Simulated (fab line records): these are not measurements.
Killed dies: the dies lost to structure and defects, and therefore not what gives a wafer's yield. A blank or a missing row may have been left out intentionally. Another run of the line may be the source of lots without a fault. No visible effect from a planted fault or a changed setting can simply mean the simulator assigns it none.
Which tool was responsible? -- flow n5Finfet -- Sampling: 10 lots, 28 wafers, 5 of 1938 route steps

WHAT THE GAUGES READ, wafer by wafer
N5_MOL_CONTACT_COAG_OVL_MEAS_09. Usual: CA_OVL -0.3 nm, standard deviation 0.72.
lot,measured,on,CA_OVL (nm),flag
L124,day 4 13:43,overlay-01,0.1 -0.1 0.7,
L127,day 5 13:05,overlay-01,0.1 -0.3 0.4,
L128,day 5 23:08,overlay-01,-0.7 -0.7 0.2,
L129,day 6 03:28,overlay-01,-1.8 -1.3 -0.5,
L132,day 6 15:07,overlay-01,-0.3 0.4,
L134,day 7 03:30,overlay-02,0.4 0.3,
L141,day 8 22:14,overlay-01,1.4 -0.2 0.2,
L145,day 10 02:29,overlay-02,-1.3 -0.1 -0.6,
L146,day 10 04:05,overlay-02,0.6 0.5 -0.4,
L147,day 10 11:47,overlay-02,0.3 0.5 0.8,

N5_MOL_CONTACT_COAG_INSPECT_10: inspects for defects (brightfield). Usual: 85 for rawDefectCount, sd 42.
lot,measured,on,rawDefectCount,flag
L124,day 4 13:46,defectInspect-02,87 64 106,
L127,day 5 13:08,defectInspect-01,145 126 74,
L128,day 5 23:11,defectInspect-02,93 98 85,
L129,day 6 03:31,defectInspect-02,100 87 55,
L132,day 6 15:10,defectInspect-01,79 73,
L134,day 7 03:33,defectInspect-02,90 84,
L141,day 8 22:18,defectInspect-01,110 63 64,
L145,day 10 02:32,defectInspect-02,86 41 132,
L146,day 10 04:09,defectInspect-01,60 71 45,
L147,day 10 11:50,defectInspect-02,93 50 48,

N5_BEOL_M4_RC_MEAS_101. Usual: DIBL_N 36.4 mV/V, standard deviation 1.7; DIBL_P 36.4 mV/V, standard deviation 2.1; IOFF_N 0.16 nA/um, standard deviation 0.035; IOFF_P 0.21 nA/um, standard deviation 0.035; ION_N 680 uA/um, standard deviation 11; ION_P 465 uA/um, standard deviation 6.8; SS_N 71.5 mV/dec, standard deviation 0.58; SS_P 73.2 mV/dec, standard deviation 0.72; VT_N 249 mV, standard deviation 3.6; VT_P -250 mV, standard deviation 3.1.
lot,measured,on,DIBL_N (mV/V),DIBL_P (mV/V),IOFF_N (nA/um),IOFF_P (nA/um),ION_N (uA/um),ION_P (uA/um),SS_N (mV/dec),SS_P (mV/dec),VT_N (mV),VT_P (mV),flag
L124,day 8 12:06,prober-02,38.5 37.1 36.7,37.3 34.6 34.6,0.18 0.14 0.14,0.21 0.17 0.15,693 685 668,464 461 447,71.5 71.3 71.4,73.9 73.2 73.4,246 253 253,-248 -254 -254,
L127,day 8 23:29,prober-01,35.5 36.5 34.6,36.7 37.4 35.5,0.17 0.20 0.16,0.22 0.23 0.19,701 691 686,472 463 464,71.6 71.4 71.5,73.9 73.5 73.5,246 246 250,-246 -246 -251,
L128,day 9 21:58,prober-02,35.7 34.6 36.0,37.8 35.9 37.8,0.17 0.14 0.18,0.19 0.17 0.20,678 662 680,457 451 459,71.7 71.5 71.9,73.8 73.2 74.4,250 252 247,-254 -256 -251,
L129,day 9 17:30,prober-02,37.9 35.0 37.2,39.1 34.9 37.8,0.19 0.13 0.16,0.23 0.17 0.21,686 666 669,461 458 459,72.5 70.4 71.7,74.7 73.3 73.2,247 255 251,-251 -254 -252,
L132,day 9 23:12,prober-02,34.2 37.7,34.4 37.7,0.13 0.18,0.18 0.22,689 695,466 468,70.7 71.9,72.2 72.7,251 248,-254 -252,
L134,day 10 04:45,prober-01,37.7 36.3,36.4 33.6,0.19 0.14,0.24 0.19,697 668,474 459,71.9 71.7,73.2 72.5,244 253,-246 -253,
L141,day 12 09:25,prober-02,37.1 36.5 34.3,38.1 37.3 35.6,0.16 0.15 0.13,0.22 0.21 0.19,680 656 668,461 452 465,71.9 71.4 71.2,73.2 72.5 72.7,250 254 255,-251 -250 -248,
L145,day 13 05:23,prober-02,39.5 37.7 41.5,40.4 37.7 42.8,0.24 0.19 0.31,0.28 0.23 0.32,686 702 717,463 471 480,73.2 71.0 72.9,74.5 73.2 75.0,243 243 239,-247 -249 -245,
L146,day 13 18:07,prober-01,38.1 36.0 34.3,38.2 34.8 33.1,0.17 0.14 0.12,0.26 0.20 0.18,678 674 669,476 470 466,71.5 71.9 70.5,74.7 72.7 72.2,251 252 254,-248 -250 -251,
L147,day 13 21:46,prober-01,36.0 34.6 38.6,36.2 33.8 39.1,0.16 0.12 0.21,0.23 0.19 0.28,678 665 692,470 464 469,71.7 71.1 72.3,72.8 72.1 74.4,248 252 247,-249 -251 -247,

EACH LOT AND THE TOOL THAT RAN IT (in order: tool; ch and the chambers of the sampled wafers; start)
lot,N5_MOL_CONTACT_COAG_ETCH_15,N5_MOL_CONTACT_COAG_TI_SIL_19
L124,"rieDiel-04 ch 0,2,3, day 4 14:14","pvdSputter-01, day 4 15:20"
L127,"rieDiel-04 ch 0,1,3, day 5 13:26","pvdSputter-01, day 5 14:05"
L128,"rieDiel-04 ch 1,3, day 5 23:26","pvdSputter-03, day 6 01:49"
L129,"rieDiel-04 ch 0,1,2, day 6 03:47","pvdSputter-02, day 6 04:31"
L132,"rieDiel-04 ch 1,3, day 6 15:25","pvdSputter-02, day 6 16:04"
L134,"rieDiel-04 ch 1,2, day 7 03:49","pvdSputter-02, day 7 04:29"
L141,"rieDiel-02 ch 0,1,2, day 8 22:37","pvdSputter-03, day 9 00:53"
L145,"rieDiel-04 ch 0,3, day 10 02:47","pvdSputter-03, day 10 05:17"
L146,"rieDiel-04 ch 0,1,3, day 10 04:25","pvdSputter-03, day 10 05:35"
L147,"rieDiel-04 ch 2,3, day 10 12:11","pvdSputter-01, day 10 12:55"
- N5_MOL_CONTACT_COAG_ETCH_15: etches SiNx in CH3F/O2, stops on Si:P, target depth 7 nm.
- N5_MOL_CONTACT_COAG_TI_SIL_19: material Ti, target thk 4.2 nm, time 15 s.

WHAT THE TOOLS THEMSELVES READ (means of the sampled wafers that have a number; where no wafer has one, the mark that the record gives instead)
N5_MOL_CONTACT_COAG_ETCH_15. Usual: drypumpMotorCurrentA 5.9 A, standard deviation 0.56; mfcArSccm 150.0 sccm, standard deviation 0.45; oesProductAu 0.57 a.u., standard deviation 0.045; rfVppV 297 V, standard deviation 4.7; showerheadPlenumPTorr 1.96 Torr, standard deviation 0.053; throttleValvePct 16.46 %, standard deviation 0.29.
lot,tool,drypumpMotorCurrentA (A),mfcArSccm (sccm),oesProductAu (a.u.),rfVppV (V),showerheadPlenumPTorr (Torr),throttleValvePct (%),flag
L124,rieDiel-04,6.1,150.1,0.60,297,1.93,16.36,
L127,rieDiel-04,6.0,149.6,0.55,300,1.94,16.63,
L128,rieDiel-04,5.8,150.2,0.55,301,1.96,16.60,
L129,rieDiel-04,6.3,149.7,0.58,297,1.94,16.44,
L132,rieDiel-04,5.7,149.9,0.51,300,1.96,16.59,
L134,rieDiel-04,6.2,149.6,0.51,294,1.96,16.30,
L141,rieDiel-02,6.0,149.8,0.53,298,2.04,16.57,
L145,rieDiel-04,5.8,150.5,0.54,300,1.91,16.64,
L146,rieDiel-04,6.0,150.6,0.53,300,1.93,16.69,
L147,rieDiel-04,5.6,150.1,0.57,296,1.92,16.39,

N5_MOL_CONTACT_COAG_TI_SIL_19. Usual: cathodeDcPowerW 5000.0 W, standard deviation 0.93; chamberPressurePa 5.002 Pa, standard deviation 0.01; throttleValvePct 29.3 %, standard deviation 1.2.
lot,tool,cathodeDcPowerW (W),chamberPressurePa (Pa),throttleValvePct (%),flag
L124,pvdSputter-01,4999.8,5.010,30.0,
L127,pvdSputter-01,5000.1,5.009,27.9,
L128,pvdSputter-03,5000.3,5.000,30.0,
L129,pvdSputter-02,4999.7,4.996,29.2,
L132,pvdSputter-02,5000.2,5.002,30.2,
L134,pvdSputter-02,4999.6,5.002,30.6,
L141,pvdSputter-03,4999.9,5.004,28.9,
L145,pvdSputter-03,4999.5,5.010,29.0,
L146,pvdSputter-03,5000.6,5.005,28.9,
L147,pvdSputter-01,5000.6,5.008,28.8,

THE ANSWER, worked out from the rows above alone
Rule: a lot counts as off when the mean over its wafers that have a number is more than 3 standard deviations away from the usual mean. A lot without any number at a reading at which 4 lots or more have one is off too. The other lots that the step has rows for count as sound. First the gauges in route order, then the tools' own readings, where a lot's mean is used as printed above. The first step at which some lot is off is used, and at that step the reading that is off furthest; a lot without a number counts as furthest.
Nothing can be told from this: no lot is off at any reading shown.

WHAT HAD BEEN PUT IN BY THE SIMULATOR
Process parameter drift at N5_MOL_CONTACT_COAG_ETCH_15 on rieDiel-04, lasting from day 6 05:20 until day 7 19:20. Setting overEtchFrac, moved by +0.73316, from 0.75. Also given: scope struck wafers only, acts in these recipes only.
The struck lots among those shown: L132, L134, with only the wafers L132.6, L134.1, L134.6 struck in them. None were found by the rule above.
